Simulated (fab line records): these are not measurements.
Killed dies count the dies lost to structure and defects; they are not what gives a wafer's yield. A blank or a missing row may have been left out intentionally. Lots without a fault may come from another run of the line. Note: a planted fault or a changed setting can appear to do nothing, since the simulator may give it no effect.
A lot that was struck, set against a sound lot -- flow n5_finfet -- 25 out of 1938 route steps
Sound: wafers L602.2, L602.4, L602.6. Struck: wafers L605.1, L605.3, L605.5. The cause is given at the end.
For every step that has rows: the tool of each side, followed by ch and its chambers, followed by its first start. Under that, the readings that differ: sound wafers -- struck wafers -- difference of the means -- sigmas: that difference in standard deviations of wafers without a fault.
alike: words and numbers the same on both sides, and readings whose means are apart by under 2 such deviations; not compared: readings that were withheld, readings missing a value for some wafer, numbers with overlapping values and no deviation given by the record, and bounds like >300 which may hide the same value.
The two part at a step that has a row with sigmas, a row that says differs or no value, or rows on one side only. Numbers that don't overlap but have no deviation are shown without sigmas and don't part them. A reading missing from all wafers of one side parts the sides only when that side holds two or more wafers.

N5_BEOL_M10_THK_MEAS_53: measures by xrf.
  sound: film_metro-01 at day 12 17:59; struck: film_metro-02 at day 13 01:01
  alike: M10_THK
then, 2 steps without rows for these wafers: N5_BEOL_M10_PRE_CLEAN_55 (time 15 s); N5_BEOL_M10_DEP_56 (deposits SiCN from 3MS/NH3, target thk 15 nm, time 26.5 s).
N5_BEOL_M10_RS_MEAS_57: a four-point-probe measurement.
  sound: film_metro-02 at day 12 18:08; struck: film_metro-02 at day 13 01:08
  alike: M10_RS
N5_BEOL_M10_INSPECT_58: inspects for defects (darkfield).
  sound: defect_inspect-02 at day 12 18:09; struck: defect_inspect-02 at day 13 01:10
  alike: raw_defect_count
then, 1 step without rows for these wafers: N5_BEOL_M11_ILD_DEP_00 (deposits SiCOH lowk from DEMS/porogen, target thk 308.51 nm, time 58 s).
N5_BEOL_M11_CURE_71: cures SiCOH lowk, time 240 s.
  sound on uv_cure-03 ch 0, day 12 18:21; struck on uv_cure-02 ch 0, day 13 01:17
  alike: lamp_power_pct, wafer_temp_C_max
N5_BEOL_M11_THK_MEAS_01:
  sound: film_metro-02 at day 12 18:47; struck: film_metro-02 at day 13 02:17
  alike: M11_ILD_THK
N5_BEOL_M11_PECVD_70: deposits SiO2 from TEOS/O2, target thk 20 nm, time 22.7 s.
  sound on pecvd-01 ch 0,2, day 12 18:49; struck on pecvd-04 ch 1,2, day 13 02:19
  alike: heater_power_w, showerhead_plenum_p_Torr, throttle_valve_pct
N5_BEOL_M11_HM_DEP_02: deposits TiN, target thk 20 nm.
  sound: pvd_sputter-01 at day 12 19:49; struck: pvd_sputter-01 at day 13 04:39
  alike: throttle_valve_pct
then, 2 steps without rows for these wafers: N5_BEOL_M11_COAT_59 (time 60 s, resist thk 100 nm); N5_BEOL_M11_COAT_60 (time 60 s, resist thk 30 nm).
N5_BEOL_M11_COAT_05: resist thk 90 nm.
  sound on litho_track-04 ch 0, day 12 19:57; struck on litho_track-04 ch 0, day 13 04:47
reading,sound,struck,difference,sigmas
spin_speed_rpm (rpm),1498.1 1501.0 1500.7,1459.2 1459.3 1458.5,-40.9,-41
model.CAR-ArF_of_BEOL_M11_COAT_05.thk_nm (nm),90 89.6 90,90.8 91 91.2,+1.1,
then, 5 steps without rows for these wafers: N5_BEOL_M11_EBR_07; N5_BEOL_M11_SOFTBAKE_06 (time 60 s); N5_BEOL_M11_EXPOSE_08 (exposes mask M11); N5_BEOL_M11_PEB_09 (peb time 60 s); N5_BEOL_M11_DEVELOP_10 (develop time 30 s).
N5_BEOL_M11_CD_MEAS_11 targets a cd of 64.1 nm.
  sound on cd_sem-01 ch 0, day 12 20:11; struck on cd_sem-02 ch 0, day 13 05:09
  alike: cd_nm
N5_BEOL_M11_OVL_MEAS_12:
  sound on overlay-01 ch 0, day 12 20:13; struck on overlay-02 ch 0, day 13 05:11
  alike: M11_OVL
N5_BEOL_M11_INSPECT_13: inspects for defects (brightfield).
  sound: defect_inspect-01 at day 12 20:14; struck: defect_inspect-01 at day 13 05:12
  alike: raw_defect_count
N5_BEOL_M11_DESCUM_16: chemistry O2, time 7.9 s.
  sound on rie_diel-03 ch 0,3, day 12 20:17; struck on rie_diel-05 ch 0,2, day 13 05:45
reading,sound,struck,difference,sigmas
rf_vpp_V (V),242.2 241.3 242.3,245.2 245.1 245.2,+3.2,+2
showerhead_plenum_p_Torr (Torr),2.05 2.00 2.05,2.22 2.22 2.22,+0.19,+3
  alike: drypump_motor_current_A, oes_product_au, throttle_valve_pct
  not compared: rf_hours_counter_h
N5_BEOL_M11_ETCH_61: etches SiARC in CF4, target depth 39 nm, time 65 s.
  sound on rie_diel-03 ch 0,3, day 12 20:19; struck on rie_diel-05 ch 0,2, day 13 05:47
reading,sound,struck,difference,sigmas
showerhead_plenum_p_Torr (Torr),2.10 2.04 2.10,2.26 2.25 2.25,+0.17,+2
model.CAR-ArF_of_BEOL_M11_COAT_05.thk_nm (nm),55.4 55.2 55.6,56.6 56.6 56.8,+1.3,
  alike: drypump_motor_current_A, etch_rf_on_time_s, oes_product_au, rf_vpp_V, throttle_valve_pct
  not compared: rf_hours_counter_h
N5_BEOL_M11_ETCH_62: etches SOC in N2/H2, target depth 110 nm, overetch 22 nm, time 165 s.
  sound on rie_diel-03 ch 0,3, day 12 20:22; struck on rie_diel-05 ch 0,2, day 13 05:50
reading,sound,struck,difference,sigmas
rf_vpp_V (V),520.3 519.2 523.3,528.9 527.6 526.9,+6.9,+3
showerhead_plenum_p_Torr (Torr),2.47 2.43 2.47,2.68 2.68 2.68,+0.22,+2
  alike: drypump_motor_current_A, oes_product_au, throttle_valve_pct
  not compared: rf_hours_counter_h
next, for these wafers, 1 step has no rows: N5_PASSIVATION_PROBE_49.

== WHERE THEY PART ==
Last at N5_BEOL_M11_ETCH_62 as far as this record goes, first at N5_BEOL_M11_COAT_05.

WHY: the cause the simulator had injected
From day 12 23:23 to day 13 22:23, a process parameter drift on litho_track-04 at N5_BEOL_M11_COAT_05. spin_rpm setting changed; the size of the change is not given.
